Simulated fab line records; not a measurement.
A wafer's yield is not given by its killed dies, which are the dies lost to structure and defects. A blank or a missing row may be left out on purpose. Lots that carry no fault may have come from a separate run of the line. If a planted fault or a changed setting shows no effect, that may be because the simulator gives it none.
Matching of chambers / flow n5_finfet / N5_FIN_SAQP_ALD_61 on ald_sin-02 has 4 sister chambers
The step deposits SiO2, target thk 4 nm, pulse time 1 s, purge time 2 s. 4 wafers are shown with their chamber, then 8 later ones without.

## WAFERS, EACH WITH ITS CHAMBER
wafer=L078.5; chamber=1; heater_power_w (W)=411
wafer=L083.4; chamber=0; heater_power_w (W)=469
wafer=L083.6; chamber=2; heater_power_w (W)=433
wafer=L088.1; chamber=3; heater_power_w (W)=495

## WAFERS MISSING THEIR CHAMBER
wafer=L088.4; heater_power_w (W)=498
wafer=L088.6; heater_power_w (W)=441
wafer=L091.2; heater_power_w (W)=452
wafer=L091.4; heater_power_w (W)=416
wafer=L091.6; heater_power_w (W)=436
wafer=L092.2; heater_power_w (W)=491
wafer=L092.3; heater_power_w (W)=398
wafer=L092.5; heater_power_w (W)=472

## THE CHAMBER EACH PASSED THROUGH
wafer=L088.4; from the rows above=3; in truth=3
wafer=L088.6; from the rows above=2; in truth=2
wafer=L091.2; from the rows above=can't be placed: 0 or 2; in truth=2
wafer=L091.4; from the rows above=can't be placed: 1 or 2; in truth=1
wafer=L091.6; from the rows above=2; in truth=2
wafer=L092.2; from the rows above=3; in truth=3
wafer=L092.3; from the rows above=1; in truth=1
wafer=L092.5; from the rows above=0; in truth=0
Correctly placed: 6 of 8. From these rows, 2 cannot be placed; in 2 the true chamber is one of the candidates. Wrongly placed: 0.
How it was worked out, from the rows above alone: a wafer's distance from a chamber is the root of the sum, over the readings, of the square of ((its reading less the chamber's mean) divided by the reading's scatter). If the next closest chamber is less than 2 further off than the closest, the wafer can't be placed; otherwise it belongs to the closest. A chamber's mean is the mean of its shown wafers. The scatter: root of mean squared gap, hidden wafer to nearest shown wafer, with one shown wafer a chamber.
